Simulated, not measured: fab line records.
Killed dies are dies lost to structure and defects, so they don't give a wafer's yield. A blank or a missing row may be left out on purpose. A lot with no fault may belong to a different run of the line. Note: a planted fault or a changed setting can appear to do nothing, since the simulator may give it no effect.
2 desks, one fault / flow n5-finfet / every desk sees just its own numbers, and what lay behind them comes last

## AT THE METROLOGY DESK
Means of the sampled wafers that have a number, per lot and without regard to the tool the lot ran on: this is what the gauges read. Marked OUT: a lot whose mean sits more than 4 standard deviations from the usual mean, which makes it out of limits; the brackets give that distance. Only the readings that lie furthest out on some lot appear, 7 of the 10 it has.
Columns: A = IOFF_N at N5_BEOL_M4_RC_MEAS_101, usual 0.16 nA/um; B = IOFF_P at N5_BEOL_M4_RC_MEAS_101, usual 0.21 nA/um; C = ION_N at N5_BEOL_M4_RC_MEAS_101, usual 672 uA/um; D = ION_P at N5_BEOL_M4_RC_MEAS_101, usual 459 uA/um; E = SS_N at N5_BEOL_M4_RC_MEAS_101, usual 71.6 mV/dec; F = VT_N at N5_BEOL_M4_RC_MEAS_101, usual 250 mV; G = VT_P at N5_BEOL_M4_RC_MEAS_101, usual -250.5 mV
lot=L519; first seen here=day 8 21:43; A=0.17; B=0.21; C=678; D=464; E=71.4; F=247; G=-249.8
lot=L524; first seen here=day 10 10:53; A=0.16; B=0.19; C=667; D=455; E=71.0; F=251; G=-253.1
lot=L528; first seen here=day 11 17:09; A=0.19; B=0.25; C=692; D=465; E=72.4; F=246; G=-248.2
lot=L534; first seen here=day 12 10:08; A=0.15; B=0.22; C=666; D=463; E=71.4; F=253; G=-248.2
This desk's verdict: no lot among the 4 shows anything out of limits.

## AT THE TOOL OWNER'S DESK: rie-diel-01
The tool's own readings at N5_MOL_CONTACT_COAG_ETCH_110 (etches Si in CF4/O2, target depth 2.5 nm, time 8 s): means of the sampled wafers that have a number, for each lot that ran on this tool. Marked OUT: a lot whose mean sits more than 4 standard deviations from the usual mean, which makes it out of limits; the brackets give that distance. Readings shown: 7 out of 9 (the first out of limits, and those lying furthest out on some lot).
Columns: A = drypump-motor-current-A at N5_MOL_CONTACT_COAG_ETCH_110, usual 5.8 A; B = oes_f_703_au at N5_MOL_CONTACT_COAG_ETCH_110, usual 0.78 a.u.; C = oes_o_777_au at N5_MOL_CONTACT_COAG_ETCH_110, usual 0.78 a.u.; D = oes-product-au at N5_MOL_CONTACT_COAG_ETCH_110, usual 0.77 a.u.; E = rf-fwd-power-W at N5_MOL_CONTACT_COAG_ETCH_110, usual 198.2 W; F = rf-vpp-V at N5_MOL_CONTACT_COAG_ETCH_110, usual 126.4 V; G = showerhead-plenum-p-Torr at N5_MOL_CONTACT_COAG_ETCH_110, usual 2.20 Torr
lot=L519; first seen here=day 5 10:18; A=6.4; B=0.75; C=0.76; D=0.76; E=198.6; F=127.4; G=2.25
lot=L524; first seen here=day 6 21:51; A=6.0; B=1.02; C=0.91; D=0.84; E=246.3 (+57) OUT; F=112.0 (-6.3) OUT; G=2.24
lot=L528; first seen here=day 7 17:01; A=6.4; B=1.01; C=0.91; D=0.83; E=245.8 (+57) OUT; F=112.0 (-6.2) OUT; G=2.24
Finding of this desk: L524, L528 out of limits; the first was L524 at day 6 21:51, on rf-fwd-power-W at N5_MOL_CONTACT_COAG_ETCH_110. L519 stayed within limits.

## PUT TOGETHER
The tool owner's desk had the chance to raise an alarm at day 6 21:51 on L524, L528.
The metrology desk saw nothing out of limits.
The metrology desk has L524, L528 on record, within its limits.
On rie-diel-01, each named lot ran N5_MOL_CONTACT_COAG_ETCH_110.

## WHAT HAD BEEN PUT IN BY THE SIMULATOR
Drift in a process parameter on rie-diel-01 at N5_MOL_CONTACT_COAG_ETCH_110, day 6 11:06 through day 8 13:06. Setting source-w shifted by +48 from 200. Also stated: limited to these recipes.
Shown lots that were struck: L524, L528.
Hours from the fault's start to each desk's first reading out of limits: the tool owner's desk, 11.
